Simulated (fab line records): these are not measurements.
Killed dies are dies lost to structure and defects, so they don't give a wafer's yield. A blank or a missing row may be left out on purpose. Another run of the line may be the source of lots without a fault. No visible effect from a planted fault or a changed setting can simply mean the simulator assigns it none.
Matching of chambers	flow nand_harc	4 sister chambers for NHARC_A_STAIRCASE_HM_OPEN_457 on rie_diel-12
The step chemistry O2/COS. 7 wafers are shown with their chamber, then 7 later ones without.

WAFERS PAIRED WITH THEIR CHAMBERS
wafer	chamber	showerhead_plenum_p_Torr (Torr)	oes_product_au (a.u.)
L101.1	3	3.25	1.021
L105.5	0	2.91	0.991
L106.2	1	3.22	0.996
L106.4	2	2.98	0.999
L106.6	1	3.22	0.995
L112.2	2	2.98	1.009
L112.5	0	3.37	1.001

WAFERS MISSING THEIR CHAMBER
wafer	showerhead_plenum_p_Torr (Torr)	oes_product_au (a.u.)
L112.6	3.23	1.005
L119.2	2.97	1.010
L119.3	3.19	0.993
L119.4	3.35	1.005
L121.2	2.96	1.016
L121.4	3.35	1.006
L121.5	3.19	0.998

CHAMBER TAKEN BY EACH
wafer	from the rows above	in truth
L112.6	can't be placed: 2 or 0 or 1 or 3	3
L119.2	can't be placed: 2 or 3 or 0 or 1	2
L119.3	can't be placed: 1 or 0 or 2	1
L119.4	can't be placed: 1 or 0 or 2 or 3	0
L121.2	can't be placed: 3 or 2 or 0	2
L121.4	can't be placed: 1 or 2 or 0 or 3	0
L121.5	can't be placed: 0 or 1 or 2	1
0 of 7 placed correctly. Unplaceable from these rows: 7, with the true chamber sitting among the candidates in 7. Placed wrongly: 0.
How it was worked out, from the rows above alone: a wafer's distance from a chamber is the root of the sum, over the readings, of the square of ((its reading less the chamber's mean) divided by the reading's scatter). If the next closest chamber is less than 2 further off than the closest, the wafer can't be placed; otherwise it belongs to the closest. A chamber's mean is the mean of its shown wafers. How the scatter is found: for the shown wafers, subtract from each reading the mean of its chamber, square and add these, divide the total by (wafers less chambers), then take the root.
